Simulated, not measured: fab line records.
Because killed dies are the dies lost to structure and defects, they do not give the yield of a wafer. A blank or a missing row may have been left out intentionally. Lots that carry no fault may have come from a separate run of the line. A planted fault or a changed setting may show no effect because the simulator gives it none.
fab line records	flow nandHarc
[record] lots = 12	wafers = 36	lastDay = 33
route steps=1302 shown A_BONDPAD@1227 HYBRID_BOND@1238 THIN_TSV@1261 END@1302
lots that met no fault: taken from a fault-free run of the same line
startH: start of the lot's first displayed wafer, in hours after the record's first day	waitH: hours since the lot's step before	" unchanged from the row above	L1.1+2: a single row standing in for several wafers	- no value present, or no start provided	* or withheld: withheld	< > ~ a bound
route shown NAME@n: NAME is a module with steps in the file, n the number in the route of the first one	usual: mean/standard deviation taken from wafers without a fault	same: alike in all rows	chamber/n: place in a boat	sites: readings site by site	_std_site: the values' standard deviation	_edge_site: inner sites' mean taken away from outer sites' mean	radiusMm: for every site, how far away it sits from the centre of the wafer	mask NAME#n: copy n	behind: tool/chamber where the wafer was last shaped	hold: reason for holding the lot/hours on hold/outcome of the hold	device: the transistor (n, p or np) that didn't switch	end of line: the route-end tests of the same wafers	a step given without rows: its recipe and nothing more	killed: dies that structure and defects cost at the first sort, which is not the same as the wafer's yield	map: a wafer's dies, x killed, . not, _ none there
set.NAME: the setting that was run; set.NAME@STEP: the one run at that earlier step	model.NAME: the simulator's own value behind a step, which no gauge read
a sample of lots followed through the steps of the route, with each step as a table and each wafer as a row
services: the hour from which a tool's chamber was out of use, counted from the record's first day as startH (under 0 if before that day), plus the number of hours and why
[[steps]]
[step NHARC_A_BONDPAD_PVD_17]
[recipe] targetThkA = 50	biasV = 168.6	powerW = 15000	chamberPressurePa = 0.12	timeS = 8.06	substrateTempC = 50	material = TaN
[usual] throttleValvePct = 30.0/0.69
lot.wafer	tool	chamber	startH	waitH	throttleValvePct
L970.1	pvdSputter-02	-	-	-	30.8
L970.4	"	-	"	"	28.5
L970.2	"	-	"	"	31.4
L971.2	pvdSputter-03	-	-	-	30.3
L971.6	"	-	"	"	30.3
L971.5	"	-	"	"	29.0
L972.1	pvdSputter-03	-	-	-	29.0
L972.2	"	-	"	"	30.5
L972.5	"	-	"	"	30.6
L973.2	pvdSputter-02	-	-	-	29.5
L973.3	"	-	"	"	31.0
L973.6	"	-	"	"	29.9
L974.1	pvdSputter-02	-	-	-	29.7
L974.3	"	-	"	"	30.8
L974.5	"	-	"	"	29.6
L982.3	pvdSputter-01	-	-	-	30.1
L982.5	"	-	"	"	30.1
L982.6	"	-	"	"	29.9
L983.2	pvdSputter-03	-	-	-	30.3
L983.1	"	-	"	"	30.0
L983.6	"	-	"	"	28.7
L989.2	pvdSputter-02	-	-	-	30.5
L989.3	"	-	"	"	31.7
L989.1	"	-	"	"	29.7
L988.3	pvdSputter-01	-	-	-	30.1
L988.2	"	-	"	"	29.3
L988.1	"	-	"	"	30.4
L991.2	pvdSputter-03	-	-	-	29.5
L991.3	"	-	"	"	30.9
L991.6	"	-	"	"	29.6
L993.3	pvdSputter-01	-	-	-	30.2
L993.2	"	-	"	"	29.9
L993.6	"	-	"	"	29.5
L992.2	pvdSputter-01	-	-	-	30.1
L992.1	"	-	"	"	29.8
L992.6	"	-	"	"	30.2
[step NHARC_A_BONDPAD_THK_MEAS_20]
[recipe] thkMeasGauge = xrf
[usual] thkNm = 169.8/1.6
lot.wafer	tool	chamber	startH	waitH	thkNm
L970.1	filmMetro-01	-	519.79	-	169.0
L970.2	"	-	"	"	169.6
L970.4	"	-	"	"	168.7
L971.2	filmMetro-01	-	539.99	-	170.9
L971.5	"	-	"	"	167.8
L971.6	"	-	"	"	171.7
L972.1	filmMetro-02	-	546.42	-	170.0
L972.2	"	-	"	"	168.1
L972.5	"	-	"	"	171.8
L973.2	filmMetro-01	-	548.93	-	169.2
L973.3	"	-	"	"	170.2
L973.6	"	-	"	"	168.9
L974.1	filmMetro-02	-	565.38	-	169.7
L974.3	"	-	"	"	170.5
L974.5	"	-	"	"	171.8
L982.3	filmMetro-01	-	661.84	-	170.4
L982.5	"	-	"	"	168.2
L982.6	"	-	"	"	172.4
L983.1	filmMetro-02	-	677.45	-	167.7
L983.2	"	-	"	"	168.9
L983.6	"	-	"	"	167.9
L989.1	filmMetro-02	-	717.53	-	169.6
L989.2	"	-	"	"	169.5
L989.3	"	-	"	"	169.8
L988.1	filmMetro-01	-	724.63	-	168.9
L988.2	"	-	"	"	168.7
L988.3	"	-	"	"	171.2
L991.2	filmMetro-02	-	734.04	-	166.4
L991.3	"	-	"	"	165.9
L991.6	"	-	"	"	167.6
L993.2	filmMetro-02	-	750.69	-	170.4
L993.3	"	-	"	"	168.0
L993.6	"	-	"	"	172.0
L992.1	filmMetro-02	-	751.93	-	168.4
L992.2	"	-	"	"	168.5
L992.6	"	-	"	"	169.7
[step NHARC_HYBRID_BOND_PRECLEAN_01]
[recipe] timeS = 300	tempC = 23	chemistry = DIW
lot.wafer	tool	chamber	startH	waitH
L970.1+2+4	wetBench-08	5,7,1	520.25	0.2
L971.6+2+5	wetBench-10	2,6,7	540.42	0.1
L972.2+1+5	wetBench-08	4,5,6	546.88	0.2
L973.6+2+3	wetBench-10	1,4,5	549.39	0.1
L974.3+1+5	wetBench-10	4,7,1	565.80	0.1
L982.3+5+6	wetBench-10	4,6,7	662.30	0.2
L983.2+1+6	wetBench-10	1,4,5	677.89	0.1
L989.1+3+2	wetBench-08	0,2,3	718.00	0.2
L988.3+2+1	wetBench-08	4,0,1	725.07	0.1
L991.2+6+3	wetBench-10	1,4,5	734.48	0.1
L993.3+6+2	wetBench-10	5,1,2	751.11	0.1
L992.1+2+6	wetBench-10	4,5,7	752.39	0.1
[step NHARC_THIN_TSV_DESCUM_14]
[recipe] timeS = 3	o2FlowSccm = 200	arFlowSccm = 0	biasPowerW = 0	chemistry = O2
[usual] drypumpMotorCurrentA = 5.8/0.55	oesProductAu = 1.001/0.0098	rfVppV = 57.8/0.88	showerheadPlenumPTorr = 1.93/0.069	throttleValvePct = 11.310/0.009
lot.wafer	tool	chamber	startH	waitH	drypumpMotorCurrentA	oesProductAu	rfHoursCounterH	rfVppV	showerheadPlenumPTorr	throttleValvePct
L970.1	rieDiel-09	1	533.61	-	5.7	1.012	1	58.5	1.93	11.299
L970.2	"	3	"	"	6.2	0.987	1	57.1	1.91	11.310
L970.4	"	0	"	"	5.7	1.004	-	57.2	1.99	11.322
L971.2	rieDiel-09	2	552.81	-	5.9	0.997	1	58.9	2.01	11.322
L971.5	"	1	"	"	5.7	1.014	-	58.0	1.93	11.313
L971.6	"	2	"	"	5.9	0.994	-	59.4	2.01	11.307
L973.2	rieDiel-09	0	558.69	-	5.7	0.997	2	57.6	1.99	11.302
L973.3	"	1	"	"	5.7	0.999	3	58.7	1.93	11.298
L973.6	"	0	"	"	5.7	1.007	-	56.5	1.99	11.296
L972.2	rieDiel-10	2	559.93	-	5.2	1.011	7	58.8	1.99	11.312
L972.1	"	3	"	"	5.1	0.985	8	56.6	1.78	11.306
L972.5	"	1	"	"	5.1	0.999	-	57.8	1.81	11.313
L974.1	rieDiel-10	0	577.71	-	5.0	1.000	9	58.9	1.89	11.315
L974.3	"	1	"	"	5.1	1.006	9	56.6	1.81	11.321
L974.5	"	3	"	"	5.1	0.981	-	57.3	1.78	11.297
L982.3	rieDiel-10	2	674.92	-	5.2	1.010	3	58.6	1.98	11.311
L982.6	"	0	"	"	5.0	1.002	-	56.9	1.89	11.298
L982.5	"	1	"	"	5.2	0.999	-	56.5	1.81	11.322
L983.1	rieDiel-09	3	692.55	-	6.2	1.009	1	58.5	1.91	11.320
L983.2	"	0	"	"	5.8	1.004	1	58.5	1.99	11.304
L983.6	"	3	"	"	6.2	0.995	-	58.1	1.91	11.298
L989.3	rieDiel-09	2	730.03	-	5.9	1.002	3	58.4	2.01	11.322
L989.1	"	3	"	"	6.2	0.992	3	60.1	1.90	11.310
L989.2	"	1	"	"	5.7	1.009	3	55.4	1.93	11.310
L988.2	rieDiel-09	0	738.20	-	5.7	0.996	3	58.2	1.99	11.308
L988.3	"	2	"	"	5.9	1.005	4	57.6	2.01	11.293
L988.1	"	3	"	"	6.2	1.000	4	56.0	1.90	11.312
L991.2	rieDiel-10	0	747.29	-	5.0	1.006	8	57.9	1.88	11.312
L991.3	"	3	"	"	5.0	0.983	8	56.3	1.78	11.298
L991.6	"	2	"	"	5.2	1.005	-	58.3	1.98	11.324
L993.3	rieDiel-11	0	765.52	-	5.6	0.996	9	57.8	1.90	11.299
L993.2	"	3	"	"	6.4	1.007	11	58.2	1.85	11.303
L993.6	"	1	"	"	6.7	1.015	-	59.4	1.98	11.307
L992.1	rieDiel-09	2	766.93	-	5.9	0.995	5	57.8	2.01	11.311
L992.2	"	1	"	"	5.7	1.003	4	57.9	1.93	11.311
L992.6	"	3	"	"	6.2	1.001	-	57.9	1.90	11.310
[step NHARC_END_SORT_01]
[recipe] tempC = 25
[usual] defectLimitedYield = 91.1/2.9	killedAtArray = 55/20	killedAtOther = 1.1/1.2	killedAtPeriphery = 3.8/2.8	killedDies = 60/19	killedOpen = 3.4/1.9	killedShort = 2.2/1.5
[same] grossDies = 677
lot.wafer	tool	chamber	startH	waitH	defectLimitedYield[%]	killedAtArray	killedAtOther	killedAtPeriphery	killedDies	killedOpen	killedShort
L982.3	prober-01	0	693.82	3.1	91.7	26	29	1	56	3	3
L982.5	prober-01	0	695.41	3.7	88.0	20	60	1	81	3	3
L982.6	prober-01	0	696.20	4.0	85.2	20	75	5	100	2	1
L983.1	prober-01	0	713.01	2.5	88.5	43	32	3	78	2	2
L983.2	prober-01	0	713.82	2.8	86.0	43	49	3	95	5	3
L983.6	prober-01	0	717.07	4.1	85.8	53	43	0	96	2	3
// killed by level:class
L982.3 HYBRID_BOND:unspecified=28 A_CHANNEL_HOLE_D1:chamberFilmFlake=6 A_CONTACT:chamberFilmFlake=6 A_SLIT:chamberFilmFlake=4 A_STAIRCASE:chamberFilmFlake=2 P_M1:geometricParticle:short=1 A_ONON_D2:geometricParticle:short=1 A_CHANNEL_FILL_D2:geometricParticle:open=1
L982.5 HYBRID_BOND:unspecified=60 A_CHANNEL_HOLE_D1:chamberFilmFlake=5 A_STAIRCASE:chamberFilmFlake=4 A_CONTACT:chamberFilmFlake=4 P_M2:geometricParticle:open=1 A_ONON_D1:geometricParticle:short=1 A_ONON_D1:geometricParticle:open=1 A_CHANNEL_HOLE_D1:geometricParticle:short=1
L982.6 HYBRID_BOND:unspecified=75 A_CHANNEL_HOLE_D1:chamberFilmFlake=5 A_STAIRCASE:chamberFilmFlake=5 A_SLIT:chamberFilmFlake=3 P_CONTACT:chamberFilmFlake=2 A_CHANNEL_HOLE_D2:chamberFilmFlake=2 A_CHANNEL_FILL_D2:chamberFilmFlake=2 P_GATE:geometricParticle:open=1
L983.1 HYBRID_BOND:unspecified=32 A_CHANNEL_HOLE_D2:chamberFilmFlake=19 A_CHANNEL_HOLE_D1:chamberFilmFlake=13 A_STAIRCASE:chamberFilmFlake=3 A_CONTACT:chamberFilmFlake=2 A_ONON_D2:geometricParticle:short=1 A_WL_FILL:geometricParticle:short=1 A_BLC:geometricParticle:open=1
L983.2 HYBRID_BOND:unspecified=48 A_CHANNEL_HOLE_D2:chamberFilmFlake=22 A_CHANNEL_HOLE_D1:chamberFilmFlake=6 A_CONTACT:chamberFilmFlake=4 P_M0:geometricParticle:open=2 A_CHANNEL_FILL_D1:geometricParticle:short=2 A_ONON_D2:geometricParticle:open=2 A_CHANNEL_FILL_D2:chamberFilmFlake=2
L983.6 HYBRID_BOND:unspecified=43 A_CHANNEL_HOLE_D2:chamberFilmFlake=24 A_CHANNEL_HOLE_D1:chamberFilmFlake=11 A_CONTACT:chamberFilmFlake=6 A_SLIT:chamberFilmFlake=5 A_DECK1_JOINT:geometricParticle:short=2 A_ONON_D1:geometricParticle:open=1 A_CHANNEL_HOLE_D1:geometricParticle:short=1
[[services]]
tool	chamber	startH	hours	kind
rieDiel-09	-	497.15	9.0	pm
rieDiel-09	0	510.14	4.2	repair
rieDiel-09	2	525.57	9.4	repair
pvdSputter-03	-	526.04	10.0	pm
pvdSputter-01	-	571.49	10.4	repair
pvdSputter-01	-	582.92	10.0	pm
rieDiel-09	0	589.79	1.5	repair
rieDiel-10	-	596.56	9.0	pm
rieDiel-09	-	618.97	0.8	repair
pvdSputter-03	-	637.47	4.3	repair
pvdSputter-02	-	638.96	10.0	pm
rieDiel-10	2	641.59	12.1	repair
wetBench-08	-	646.40	8.0	pm
rieDiel-09	-	658.58	1.9	repair
wetBench-10	-	663.20	8.0	pm
rieDiel-09	1	664.22	12.5	repair
rieDiel-09	-	674.15	9.0	pm
pvdSputter-02	-	683.60	11.2	repair
pvdSputter-03	-	704.04	10.0	pm
pvdSputter-01	-	710.34	7.1	repair
rieDiel-10	1	715.74	32.8	repair
pvdSputter-02	-	727.74	30.5	repair
pvdSputter-01	-	760.92	10.0	pm
rieDiel-10	2	765.29	3.4	repair
[[key]]
[firstSign] step = NHARC_END_SORT_01	reading = killedAtOther	direction = up	sigmas = 39	usual = 1.1	struck = 48
[moreKillsBornAt] NHARC_HYBRID_BOND_PRECLEAN_01@wetBench-10 = 286
metAt NHARC_HYBRID_BOND_PRECLEAN_01
struckLots L982,L983
notActingAt NHARC_A_BONDPAD_PVD_17,NHARC_A_BONDPAD_THK_MEAS_20,NHARC_THIN_TSV_DESCUM_14
onsetBetween 565.80 662.30
[fault] kind = chamberParticleSource	tool = wetBench-10	chamber = -	onsetH = 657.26	steps = NHARC_HYBRID_BOND_PRECLEAN_01	ratePerVisitCm2 = 0.51412	endH = 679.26
